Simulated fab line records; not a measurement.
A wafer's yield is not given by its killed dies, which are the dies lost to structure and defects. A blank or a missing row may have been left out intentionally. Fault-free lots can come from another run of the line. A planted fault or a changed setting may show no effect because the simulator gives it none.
Which tool is to blame? | flow nand harc | Sampling: 13 lots, 39 wafers, 4 of 1159 route steps

## WHAT THE GAUGES SHOWED, per wafer
NHARC_P_GATE_CD_MEAS_91: the cd target is 2000 nm. Usual: cd nm reads 2000.2 nm (standard deviation 1.6).
lot  | measured     | on        | cd nm (nm)           | flag
L427 | day 5 12:55  | cd sem-03 | 1998.9 1996.3 1999.1 |
L428 | day 5 21:55  | cd sem-03 | 2001.1 2004.3 2000.7 |
L431 | day 6 06:02  | cd sem-02 | 1999.8 2000.6 1998.8 |
L436 | day 7 10:13  | cd sem-02 | 2162.1 2161.5 2163.7 | OFF
L442 | day 8 15:11  | cd sem-01 | 2000.6 2003.6 2002.2 |
L443 | day 9 11:31  | cd sem-03 | 2001.4 2000.9 2001.2 |
L444 | day 9 15:31  | cd sem-03 | 1997.9 1999.8 2000.4 |
L445 | day 10 00:32 | cd sem-03 | 1997.0 2001.1 2000.9 |
L447 | day 10 07:17 | cd sem-03 | 1999.9 1999.8 1999.7 |
L446 | day 10 07:38 | cd sem-01 | 2000.0 2002.7 2000.0 |
L448 | day 10 16:01 | cd sem-02 | 2000.4 2000.9 1999.7 |
L449 | day 10 20:34 | cd sem-03 | 1998.3 1999.6 1999.5 |
L450 | day 10 21:09 | cd sem-03 | 1998.9 1999.8 1997.8 |

## WHICH TOOL RAN EACH LOT (tool, then ch and the chambers of the sampled wafers, then the start)
lot  | NHARC_P_GATE_ETCH_32            | NHARC_P_GATE_STRIP_108             | NHARC_P_GATE_EXPOSE_88
L427 | rie si-05 ch 1,3, day 4 19:22   | rie diel-01 ch 1,2,3, day 4 19:31  | krf scanner-02 ch 0, day 5 12:45
L428 | rie si-01 ch 1,2,3, day 5 04:50 | rie diel-01 ch 0,2,3, day 5 05:03  | krf scanner-02 ch 0, day 5 21:45
L431 | rie si-01 ch 0,1,2, day 5 15:23 | rie diel-07 ch 1,2,3, day 5 15:33  | krf scanner-02 ch 0, day 6 05:53
L436 | rie si-03 ch 1,2,3, day 6 18:43 | rie diel-07 ch 1,3, day 6 18:52    | krf scanner-02 ch 0, day 7 10:04
L442 | rie si-05 ch 0,1,2, day 8 00:11 | rie diel-07 ch 0,3, day 8 00:22    | krf scanner-02 ch 0, day 8 15:02
L443 | rie si-05 ch 1,2,3, day 8 20:40 | rie diel-03 ch 0,2,3, day 8 20:49  | krf scanner-04 ch 0, day 9 11:22
L444 | rie si-03 ch 0,1,2, day 9 00:50 | rie diel-01 ch 0,1,2, day 9 01:00  | krf scanner-04 ch 0, day 9 15:21
L445 | rie si-01 ch 0,2,3, day 9 07:34 | rie diel-03 ch 1,2,3, day 9 07:44  | krf scanner-02 ch 0, day 10 00:23
L447 | rie si-01 ch 0,3, day 9 16:22   | rie diel-07 ch 0,2,3, day 9 16:32  | krf scanner-04 ch 0, day 10 07:07
L446 | rie si-05 ch 0,1,2, day 9 16:50 | rie diel-07 ch 1,2, day 9 16:59    | krf scanner-03 ch 0, day 10 07:29
L448 | rie si-05 ch 2,3, day 10 01:31  | rie diel-07 ch 0,2,3, day 10 01:46 | krf scanner-03 ch 0, day 10 15:52
L449 | rie si-01 ch 0,2, day 10 05:48  | rie diel-07 ch 1,2,3, day 10 05:59 | krf scanner-04 ch 0, day 10 20:25
L450 | rie si-03 ch 0,3, day 10 06:15  | rie diel-07 ch 0,1,2, day 10 06:26 | krf scanner-03 ch 0, day 10 20:59
- NHARC_P_GATE_ETCH_32: etches the open film in HBr/Cl2, target depth 150 nm, time 100.1 s.
- NHARC_P_GATE_STRIP_108: strips in O2.
- NHARC_P_GATE_EXPOSE_88: exposes mask P HVN, target cd 2000 nm.

## AS READ BY THE TOOLS THEMSELVES (means over the sampled wafers that have a number; for cases with no such wafer, the mark the record gives instead)
NHARC_P_GATE_ETCH_32. Usual: drypump motor current A 5.8 A, standard deviation 0.48; mfc cl2 sccm 50.00 sccm, standard deviation 0.16; oes product au 0.998 a.u., standard deviation 0.01; throttle valve pct 26.406 %, standard deviation 0.0088.
lot  | tool      | drypump motor current A (A) | mfc cl2 sccm (sccm) | oes product au (a.u.) | throttle valve pct (%) | flag
L427 | rie si-05 | 6.0                         | 50.09               | 0.993                 | 26.406                 |
L428 | rie si-01 | 5.3                         | 50.14               | 1.011                 | 26.409                 |
L431 | rie si-01 | 5.3                         | 49.97               | 1.000                 | 26.406                 |
L436 | rie si-03 | 5.7                         | 49.96               | 0.994                 | 26.416                 |
L442 | rie si-05 | 6.1                         | 50.12               | 0.997                 | 26.412                 |
L443 | rie si-05 | 6.1                         | 49.89               | 1.003                 | 26.400                 |
L444 | rie si-03 | 5.9                         | 50.00               | 0.996                 | 26.404                 |
L445 | rie si-01 | 5.6                         | 50.00               | 1.001                 | 26.399                 |
L447 | rie si-01 | 5.8                         | 50.14               | 0.998                 | 26.407                 |
L446 | rie si-05 | 6.1                         | 49.99               | 0.996                 | 26.406                 |
L448 | rie si-05 | 6.5                         | 50.03               | 1.009                 | 26.414                 |
L449 | rie si-01 | 5.5                         | 49.93               | 0.998                 | 26.400                 |
L450 | rie si-03 | 6.0                         | 50.03               | 0.996                 | 26.403                 |

NHARC_P_GATE_STRIP_108. Usual: drypump motor current A 5.90 A, standard deviation 0.23; oes product au 0.995 a.u., standard deviation 0.0095; rf vpp V 57.7 V, standard deviation 0.88; showerhead plenum p Torr 3.49 Torr, standard deviation 0.16; throttle valve pct 17.038 %, standard deviation 0.0096.
lot  | tool        | drypump motor current A (A) | oes product au (a.u.) | rf vpp V (V) | showerhead plenum p Torr (Torr) | throttle valve pct (%) | flag
L427 | rie diel-01 | 5.77                        | 1.002                 | 57.8         | 3.41                            | 17.032                 |
L428 | rie diel-01 | 5.84                        | 1.004                 | 58.4         | 3.47                            | 17.038                 |
L431 | rie diel-07 | 5.79                        | 1.000                 | 59.1         | 3.52                            | 17.043                 |
L436 | rie diel-07 | 5.69                        | 0.988                 | 58.5         | 3.65                            | 17.030                 |
L442 | rie diel-07 | 5.79                        | 0.997                 | 57.7         | 3.45                            | 17.039                 |
L443 | rie diel-03 | 6.10                        | 0.993                 | 58.3         | 3.45                            | 17.038                 |
L444 | rie diel-01 | 6.06                        | 0.997                 | 58.2         | 3.49                            | 17.050                 |
L445 | rie diel-03 | 6.19                        | 0.989                 | 58.2         | 3.37                            | 17.037                 |
L447 | rie diel-07 | 5.88                        | 1.000                 | 57.3         | 3.45                            | 17.044                 |
L446 | rie diel-07 | 5.76                        | 0.991                 | 57.7         | 3.64                            | 17.045                 |
L448 | rie diel-07 | 5.87                        | 0.997                 | 57.1         | 3.45                            | 17.038                 |
L449 | rie diel-07 | 5.79                        | 0.997                 | 58.4         | 3.51                            | 17.037                 |
L450 | rie diel-07 | 5.85                        | 0.999                 | 57.6         | 3.58                            | 17.038                 |

## THE ANSWER, worked out from the rows above alone
Rule: a lot is off if the mean of its wafers that have a number lies more than 3 standard deviations from the usual mean. Also off: a lot with no number at a reading for which 4 or more lots have one. Any other lot the step has rows for is counted as sound. Order of review: gauges by route order, followed by the tools' own readings, for which a lot's mean as printed above is used. At the first step where some lot is off, the reading lying furthest off is the one used; lots without a number count as furthest.
Off at NHARC_P_GATE_CD_MEAS_91 (cd nm): L436.
If a tool, at a process step before that reading, ran all the lots that are off and no sound lot after the first of them, it fits. Gauges at NHARC_P_GATE_CD_MEAS_91: tried the same way as those tools. None of those tried fits.

## WHAT WAS PUT IN BY THE SIMULATOR
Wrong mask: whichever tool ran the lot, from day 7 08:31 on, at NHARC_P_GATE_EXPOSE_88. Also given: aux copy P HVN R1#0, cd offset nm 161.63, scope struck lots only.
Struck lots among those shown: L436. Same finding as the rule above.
